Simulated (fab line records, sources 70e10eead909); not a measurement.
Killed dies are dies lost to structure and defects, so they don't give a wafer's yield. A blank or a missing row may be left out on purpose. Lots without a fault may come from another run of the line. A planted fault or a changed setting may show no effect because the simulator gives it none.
Chamber matching | flow nand_harc | NHARC_A_CHANNEL_FILL_D2_ETCHBACK_20 on rie_diel-10: 4 sister chambers
The step etches the open film in C4F8/O2/Ar, target depth 27 nm, time 13.5 s. 8 wafers are shown with their chamber, then 7 later ones without.

WAFERS WITH THEIR CHAMBER
wafer  | chamber | rf_vpp_V (V) | oes_product_au (a.u.)
L377.1 | 3       | 970          | 1.00
L379.2 | 2       | 979          | 0.93
L379.5 | 0       | 972          | 0.92
L381.1 | 0       | 972          | 0.99
L381.2 | 1       | 978          | 1.00
L381.5 | 1       | 979          | 1.00
L384.1 | 2       | 977          | 1.01
L384.4 | 3       | 971          | 1.00

WAFERS WITHOUT THEIR CHAMBER
wafer  | rf_vpp_V (V) | oes_product_au (a.u.)
L384.5 | 974          | 1.00
L387.2 | 970          | 1.01
L387.3 | 975          | 1.01
L387.4 | 978          | 1.00
L396.1 | 976          | 1.00
L396.5 | 978          | 1.02
L396.6 | 970          | 1.00

WHICH CHAMBER EACH WENT THROUGH
wafer  | from the rows above               | in truth
L384.5 | can't be placed: 0 or 3           | 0
L387.2 | 3                                 | 3
L387.3 | can't be placed: 2 or 0 or 1 or 3 | 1
L387.4 | can't be placed: 1 or 2           | 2
L396.1 | can't be placed: 2 or 1           | 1
L396.5 | can't be placed: 1 or 2           | 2
L396.6 | 3                                 | 3
Placed correctly: 2 of 7. Can't be placed from these rows: 5 (the true chamber is among the candidates in 5). Placed wrongly: 0.
How it was worked out, from the rows above alone: a wafer's distance from a chamber is the root of the sum, over the readings, of the square of ((its reading less the chamber's mean) divided by the reading's scatter). The wafer belongs to the nearest chamber; if the next one is less than 2 further off, it can't be placed. A chamber's mean is the mean of its shown wafers. The scatter: the root of (the sum of the squares of (reading less its chamber's mean) over the shown wafers, divided by (wafers less chambers)).
